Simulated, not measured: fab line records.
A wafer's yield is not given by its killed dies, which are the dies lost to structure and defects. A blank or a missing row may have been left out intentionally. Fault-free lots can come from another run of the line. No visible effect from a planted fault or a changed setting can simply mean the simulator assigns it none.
Which tool was responsible?    flow n5-finfet    9 lots, 27 wafers sampled, at 3 steps of a route of 1938

== WHAT THE GAUGES SHOWED, per wafer ==
N5_FIN_CUT_INSPECT_17: inspects for defects (brightfield).
lot   measured     on                 raw-defect-count
L782  day 2 12:02  defect-inspect-02  392 204 280
L784  day 3 01:25  defect-inspect-02  286 271 501
L785  day 3 05:04  defect-inspect-02  125 146 136
L788  day 3 22:28  defect-inspect-01  167 288 160
L789  day 4 04:03  defect-inspect-02  150 228 232
L796  day 5 23:21  defect-inspect-01  262 243 188
L797  day 6 03:29  defect-inspect-01  804 843 873
L798  day 6 10:49  defect-inspect-01  998 903 980
L804  day 7 22:52  defect-inspect-01  194 211 317

== WHAT TOOL EACH LOT RAN ON (gives the tool, then ch and the chambers of the sampled wafers, and finally the start) ==
lot   N5_FIN_CUT_CUT_ETCH_27             N5_FIN_CUT_CUT_ETCH_28
L782  rie-diel-06 ch 0,1,3, day 2 11:31  rie-si-03 ch 0,1,3, day 2 11:43
L784  rie-diel-06 ch 0,2, day 3 00:57    rie-si-03 ch 0,1,3, day 3 01:09
L785  rie-diel-06 ch 1,3, day 3 04:32    rie-si-03 ch 1,3, day 3 04:44
L788  rie-diel-02 ch 2,3, day 3 22:01    rie-si-06 ch 0,2,3, day 3 22:14
L789  rie-diel-02 ch 1,3, day 4 03:30    rie-si-03 ch 0,3, day 4 03:42
L796  rie-diel-02 ch 0,2,3, day 5 22:55  rie-si-03 ch 2,3, day 5 23:07
L797  rie-diel-02 ch 1,2,3, day 6 03:02  rie-si-03 ch 0,3, day 6 03:15
L798  rie-diel-05 ch 2,3, day 6 10:02    rie-si-03 ch 0,3, day 6 10:35
L804  rie-diel-06 ch 0,2,3, day 7 22:26  rie-si-06 ch 0,1,3, day 7 22:38
- N5_FIN_CUT_CUT_ETCH_27: etches SiO2 in CHF3/O2, target depth 4 nm, overetch 2 nm, time 4.9 s.
- N5_FIN_CUT_CUT_ETCH_28: etches Si in HBr/Cl2/O2, target depth 6 nm, time 2.4 s.

== THE ANSWER, worked out from the rows above alone ==
Rule: what is usual is taken from the lots themselves. Put in order of their means at a reading, lots are off if they are a third of the lots or fewer, leave a main group of 4 or more, and stand apart from it by a gap of 3 or more times the standard deviation of the main group's means; of several such gaps the widest counts. A main group whose means are all the same, to the digits that the tables above print for the reading, isn't used. Also off: a lot with no number at a reading for which 4 or more lots have one. All remaining lots with rows at the step are treated as sound.
Off at N5_FIN_CUT_INSPECT_17 (raw-defect-count): L797, L798. Main group: mean 237, sd 64.
If a tool, at a process step before that reading, ran all the lots that are off and no sound lot after the first of them, it fits. The gauges at N5_FIN_CUT_INSPECT_17 are tried like those tools. One fits: rie-si-03 at N5_FIN_CUT_CUT_ETCH_28. Its last sound lot is L796 (day 5 23:07), its first lot that is off L797 (day 6 03:15): a fault that began between those two fits.

== WHAT HAD BEEN PUT IN BY THE SIMULATOR ==
Chamber particle source: rie-si-03, from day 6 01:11 on, at N5_FIN_CUT_CUT_ETCH_28. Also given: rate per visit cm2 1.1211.
Shown lots that were struck: L797, L798. The rule given above showed the same thing.
